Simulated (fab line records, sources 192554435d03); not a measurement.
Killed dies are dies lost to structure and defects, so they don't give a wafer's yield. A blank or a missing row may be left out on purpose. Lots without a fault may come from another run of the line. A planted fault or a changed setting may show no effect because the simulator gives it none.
Split-lot experiment | flow n5_finfet | 7 lots, 39 wafers read, on a route of 1938 steps

THE SPLIT
At N5_MIM_BOT_SPUTTER_00 (material TiN, target thk 35 nm, time 89.7 s), the setting target_thk_a was moved away from the recipe's 350 angstrom on 12 of the 39 wafers read, by -47.7% to +36.2%. The other wafers ran this setting at the recipe's value.

The reading is taken at the split's own step.

THE READING
TiN_of_MIM_BOT_SPUTTER_00.thk_nm (the simulator's own value, which no gauge read), in nm, at N5_MIM_BOT_SPUTTER_00 (material TiN, target thk 35 nm, time 89.7 s). The file gives no usual value for it. The 27 wafers here that ran the recipe average 35.0 nm, standard deviation 0.41 nm.

wafer  | tool, chamber at the split | target_thk_a as run, angstrom | against the recipe | TiN_of_MIM_BOT_SPUTTER_00.thk_nm, nm | against lot-mates on the recipe
L076.1 | pvd_sputter-03, -          | 476.8                         | +36.2%             | 47.8                                 | +12.8
L076.2 | pvd_sputter-03, -          | 476.8                         | +36.2%             | 48                                   | +13.0
L076.3 | pvd_sputter-03, -          | 350                           | recipe             | 34.8                                 | -
L076.4 | pvd_sputter-03, -          | 350                           | recipe             | 35                                   | -
L076.5 | pvd_sputter-03, -          | 350                           | recipe             | 35.2                                 | -
L076.6 | pvd_sputter-03, -          | 476.8                         | +36.2%             | 47.6                                 | +12.6
L078.2 | pvd_sputter-03, -          | 350                           | recipe             | 35.4                                 | -
L078.4 | pvd_sputter-03, -          | 350                           | recipe             | 35.4                                 | -
L078.6 | pvd_sputter-03, -          | 350                           | recipe             | 35.4                                 | -
L081.1 | pvd_sputter-03, -          | 350                           | recipe             | 34.8                                 | -
L081.5 | pvd_sputter-03, -          | 350                           | recipe             | 34.8                                 | -
L081.2 | pvd_sputter-03, -          | 461.3                         | +31.8%             | 46.2                                 | +11.3
L081.3 | pvd_sputter-03, -          | 350                           | recipe             | 35                                   | -
L081.4 | pvd_sputter-03, -          | 461.3                         | +31.8%             | 46                                   | +11.1
L081.6 | pvd_sputter-03, -          | 461.3                         | +31.8%             | 46                                   | +11.1
L084.1 | pvd_sputter-03, -          | 350                           | recipe             | 35.6                                 | -
L084.2 | pvd_sputter-03, -          | 350                           | recipe             | 35.6                                 | -
L084.3 | pvd_sputter-03, -          | 350                           | recipe             | 35.4                                 | -
L084.5 | pvd_sputter-03, -          | 350                           | recipe             | 35.4                                 | -
L084.4 | pvd_sputter-03, -          | 350                           | recipe             | 35.2                                 | -
L084.6 | pvd_sputter-03, -          | 350                           | recipe             | 35.8                                 | -
L087.1 | pvd_sputter-01, -          | 278.8                         | -20.3%             | 27.8                                 | -6.7
L087.2 | pvd_sputter-01, -          | 278.8                         | -20.3%             | 27.6                                 | -6.9
L087.3 | pvd_sputter-01, -          | 350                           | recipe             | 34.8                                 | -
L087.4 | pvd_sputter-01, -          | 350                           | recipe             | 34.6                                 | -
L087.5 | pvd_sputter-01, -          | 350                           | recipe             | 34.2                                 | -
L087.6 | pvd_sputter-01, -          | 278.8                         | -20.3%             | 28                                   | -6.5
L090.1 | pvd_sputter-02, -          | 350                           | recipe             | 34.6                                 | -
L090.3 | pvd_sputter-02, -          | 350                           | recipe             | 34.6                                 | -
L090.2 | pvd_sputter-02, -          | 350                           | recipe             | 34.4                                 | -
L090.6 | pvd_sputter-02, -          | 350                           | recipe             | 34.4                                 | -
L090.4 | pvd_sputter-02, -          | 350                           | recipe             | 35                                   | -
L090.5 | pvd_sputter-02, -          | 350                           | recipe             | 35                                   | -
L096.1 | pvd_sputter-01, -          | 350                           | recipe             | 35.2                                 | -
L096.2 | pvd_sputter-01, -          | 350                           | recipe             | 34.8                                 | -
L096.3 | pvd_sputter-01, -          | 183.2                         | -47.7%             | 18                                   | -16.9
L096.4 | pvd_sputter-01, -          | 183.2                         | -47.7%             | 18.4                                 | -16.5
L096.5 | pvd_sputter-01, -          | 183.2                         | -47.7%             | 18.6                                 | -16.3
L096.6 | pvd_sputter-01, -          | 350                           | recipe             | 34.6                                 | -

THE FIT
A straight line over all 39 wafers: TiN_of_MIM_BOT_SPUTTER_00.thk_nm changes by +0.351 nm for each +1% of target_thk_a; r = +1.00; the points scatter about the line by 0.36 nm.
The same after taking each lot's own level away (the mean of its wafers on the recipe; 39 wafers): +0.348 nm for each +1%; r = +1.00; scatter 0.22 nm.
On that fit, the largest move of target_thk_a shifts the reading by 17 nm.
The lots' own levels span 34.53 to 35.50 nm, that is 2.4 times the standard deviation above.
So the lot-to-lot level changes the slope little: the two slopes agree.
Check: with one of the wafers moved furthest among these (-47.7%) left out of the fit, the line predicts -16.5 nm for it against its lot-mates. It came out at -16.9 nm against them.

OTHER SPLITS ON THESE WAFERS
These wafers also went through other splits before the reading. Each is held against what the fit with the lots' levels taken away leaves over:
other split on the same wafers           | wafers away from the commonest value | r with TiN_of_MIM_BOT_SPUTTER_00.thk_nm (lot level and that fit taken away)
N5_BEOL_M9_ILD_DEP_00 time_s             | 12                                   | -0.17
N5_BEOL_M9_TRENCH_ETCH_37 target_depth_a | 12                                   | +0.08
N5_BEOL_M12_ILD_DEP_00 time_s            | 12                                   | +0.00

THE FILE'S OWN FIT
TiN_of_MIM_BOT_SPUTTER_00.thk_nm changes by +0.348 nm for each +1% of target_thk_a, r = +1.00.
